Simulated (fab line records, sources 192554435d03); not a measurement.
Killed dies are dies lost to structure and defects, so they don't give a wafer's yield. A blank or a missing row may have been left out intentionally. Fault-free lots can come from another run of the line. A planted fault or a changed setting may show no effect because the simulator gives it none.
Lot-split experiment	flow n5-finfet	route with 1938 steps; 7 lots, 21 wafers read

THE SPLIT
At N5_WELL_APT_COAT_02 (resist thk 950 nm), the setting spin-rpm was moved away from the recipe's 1357 rpm on 4 of the 21 wafers read, by -8.5% to +9.9%. For the rest of the wafers, this setting stayed at what the recipe calls for.

The split's own step is where the reading is taken.

THE READING
coat_of_WELL_APT_COAT_02.thk-nm (the simulator's own value, which no gauge read), in nm, at N5_WELL_APT_COAT_02 (resist thk 950 nm). There is no usual value for it anywhere in the file. The 17 wafers here that ran the recipe average 950.4 nm, standard deviation 1.9 nm.

wafer	tool, chamber at the split	spin-rpm as run, rpm	against the recipe	coat_of_WELL_APT_COAT_02.thk-nm, nm	against lot-mates on the recipe
L077.2	litho-track-04, 0	1357	recipe	953.6	-
L077.4	litho-track-04, 0	1357	recipe	954.7	-
L077.6	litho-track-04, 0	1357	recipe	951.8	-
L081.1	litho-track-04, 0	1435	+5.7%	922.4	-26.7
L081.2	litho-track-04, 0	1357	recipe	949.2	-
L081.3	litho-track-04, 0	1357	recipe	949	-
L087.1	litho-track-05, 0	1357	recipe	950.5	-
L087.3	litho-track-05, 0	1357	recipe	951.4	-
L087.6	litho-track-05, 0	1241	-8.5%	994	+43.0
L088.3	litho-track-02, 0	1442	+6.3%	919.3	-29.4
L088.4	litho-track-02, 0	1357	recipe	948.1	-
L088.5	litho-track-02, 0	1357	recipe	949.2	-
L089.2	litho-track-05, 0	1357	recipe	951.6	-
L089.3	litho-track-05, 0	1357	recipe	950.3	-
L089.4	litho-track-05, 0	1357	recipe	951.4	-
L094.2	litho-track-05, 0	1357	recipe	947.9	-
L094.5	litho-track-05, 0	1491	+9.9%	902.9	-44.6
L094.6	litho-track-05, 0	1357	recipe	947.1	-
L097.1	litho-track-04, 0	1357	recipe	949.3	-
L097.2	litho-track-04, 0	1357	recipe	951.5	-
L097.3	litho-track-04, 0	1357	recipe	949.5	-

THE FIT
A straight line over all 21 wafers: coat_of_WELL_APT_COAT_02.thk-nm changes by -4.94 nm for each +1% of spin-rpm; r = -0.99; the points scatter about the line by 1.9 nm.
The same after taking each lot's own level away (the mean of its wafers on the recipe; 21 wafers): -4.73 nm for each +1%; r = -1.00; scatter 1 nm.
According to that fit, moving spin-rpm by its largest amount changes the reading by 47 nm.
The lots' own levels span 947.50 to 953.37 nm, that is 3.0 times the standard deviation above.
The two slopes are in agreement: the lot-to-lot level therefore moves the slope only a little.
Check: for one of the wafers moved furthest among these (+9.9%), held out of the fit, the line's prediction against its lot-mates is -47.8 nm. It came out at -44.6 nm against them.

THE FILE'S OWN FIT
coat_of_WELL_APT_COAT_02.thk-nm changes by -4.72 nm for each +1% of spin-rpm, r = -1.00.
